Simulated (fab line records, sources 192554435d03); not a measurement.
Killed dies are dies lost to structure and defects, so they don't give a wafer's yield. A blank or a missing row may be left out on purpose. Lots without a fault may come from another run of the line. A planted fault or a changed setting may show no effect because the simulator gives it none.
Chamber matching | flow n5_finfet | N5_HKMG_FIN_CMP_23 on cmp-02: 4 sister chambers
The step polishes, stops on SiNx, t overpolish 10 s, target thk 46.326 nm. 8 wafers are shown with their chamber, then 12 later ones without.

WAFERS WITH THEIR CHAMBER
wafer  | chamber | motor_current_A (A) | overpolish_run_s (s)
L087.6 | 0       | 9.9                 | 10.019
L088.5 | 0       | 10.6                | 10.002
L088.6 | 1       | 14.3                | 9.993
L090.2 | 2       | 12.2                | 10.006
L090.6 | 1       | 13.7                | 9.989
L093.1 | 3       | 11.2                | 10.002
L093.5 | 2       | 11.9                | 10.017
L093.6 | 3       | 11.3                | 9.999

WAFERS WITHOUT THEIR CHAMBER
wafer  | motor_current_A (A) | overpolish_run_s (s)
L094.2 | 13.5                | 9.996
L094.5 | 12.0                | 10.007
L094.6 | 13.8                | 9.991
L094.1 | 10.4                | 9.997
L094.3 | 11.8                | 10.010
L094.4 | 11.9                | 10.004
L095.2 | 10.0                | 10.004
L095.4 | 13.9                | 10.008
L095.5 | 11.2                | 9.995
L096.1 | 10.6                | 10.002
L096.3 | 13.3                | 9.979
L096.6 | 10.5                | 10.000

WHICH CHAMBER EACH WENT THROUGH
wafer  | from the rows above     | in truth
L094.2 | 1                       | 1
L094.5 | can't be placed: 2 or 3 | 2
L094.6 | 1                       | 1
L094.1 | can't be placed: 0 or 3 | 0
L094.3 | can't be placed: 2 or 3 | 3
L094.4 | can't be placed: 2 or 3 | 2
L095.2 | 0                       | 0
L095.4 | 1                       | 1
L095.5 | 3                       | 3
L096.1 | can't be placed: 0 or 3 | 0
L096.3 | 1                       | 1
L096.6 | can't be placed: 0 or 3 | 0
Placed correctly: 6 of 12. Can't be placed from these rows: 6 (the true chamber is among the candidates in 6). Placed wrongly: 0.
How it was worked out, from the rows above alone: a wafer's distance from a chamber is the root of the sum, over the readings, of the square of ((its reading less the chamber's mean) divided by the reading's scatter). The wafer belongs to the nearest chamber; if the next one is less than 2 further off, it can't be placed. A chamber's mean is the mean of its shown wafers. The scatter: the root of (the sum of the squares of (reading less its chamber's mean) over the shown wafers, divided by (wafers less chambers)).
